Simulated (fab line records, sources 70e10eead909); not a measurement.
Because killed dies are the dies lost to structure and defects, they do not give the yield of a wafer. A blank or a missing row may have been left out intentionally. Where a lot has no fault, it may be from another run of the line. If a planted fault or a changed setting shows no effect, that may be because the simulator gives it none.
Chamber matching | flow nand_harc | NHARC_A_WL_FILL_ALD_00 on ald_hk-01: 4 sister chambers
The step deposits Al2O3, target thk 3 nm, pulse time 3 s, ald cycles 30. 8 wafers are shown with their chamber, then 11 later ones without.

## WAFERS PAIRED WITH THEIR CHAMBERS
wafer  | chamber | heater_power_w (W) | precursor_pulse_height_rel
L076.6 | 3       | 481                | 0.987
L084.3 | 2       | 464                | 0.998
L087.5 | 0       | 514                | 0.976
L087.6 | 1       | 443                | 0.991
L091.2 | 0       | 477                | 0.999
L091.4 | 3       | 482                | 0.991
L091.6 | 2       | 445                | 0.981
L090.2 | 1       | 418                | 0.983

## WAFERS WHOSE CHAMBER IS MISSING
wafer  | heater_power_w (W) | precursor_pulse_height_rel
L090.4 | 445                | 1.020
L090.5 | 501                | 1.023
L092.2 | 496                | 0.985
L092.4 | 413                | 0.987
L092.6 | 416                | 0.989
L093.1 | 426                | 1.023
L093.2 | 453                | 0.989
L093.6 | 437                | 0.998
L095.1 | 501                | 1.004
L095.3 | 466                | 0.978
L095.6 | 497                | 0.992

## WHICH CHAMBER EACH WENT THROUGH
wafer  | from the rows above               | in truth
L090.4 | can't be placed: 2 or 1 or 3 or 0 | 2
L090.5 | can't be placed: 0 or 3 or 2 or 1 | 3
L092.2 | can't be placed: 0 or 3           | 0
L092.4 | can't be placed: 1 or 2           | 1
L092.6 | can't be placed: 1 or 2           | 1
L093.1 | can't be placed: 1 or 2 or 3 or 0 | 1
L093.2 | can't be placed: 2 or 1 or 3      | 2
L093.6 | can't be placed: 1 or 2 or 3      | 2
L095.1 | can't be placed: 0 or 3 or 2      | 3
L095.3 | can't be placed: 2 or 3 or 0 or 1 | 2
L095.6 | can't be placed: 0 or 3           | 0
Placed correctly: 0 of 11. Can't be placed from these rows: 11 (the true chamber is among the candidates in 11). Wrongly placed: 0.
How it was worked out, from the rows above alone: a wafer's distance from a chamber is the root of the sum, over the readings, of the square of ((its reading less the chamber's mean) divided by the reading's scatter). The wafer belongs to the nearest chamber; if the next one is less than 2 further off, it can't be placed. A chamber's mean is the mean of its shown wafers. The scatter: the root of (the sum of the squares of (reading less its chamber's mean) over the shown wafers, divided by (wafers less chambers)).
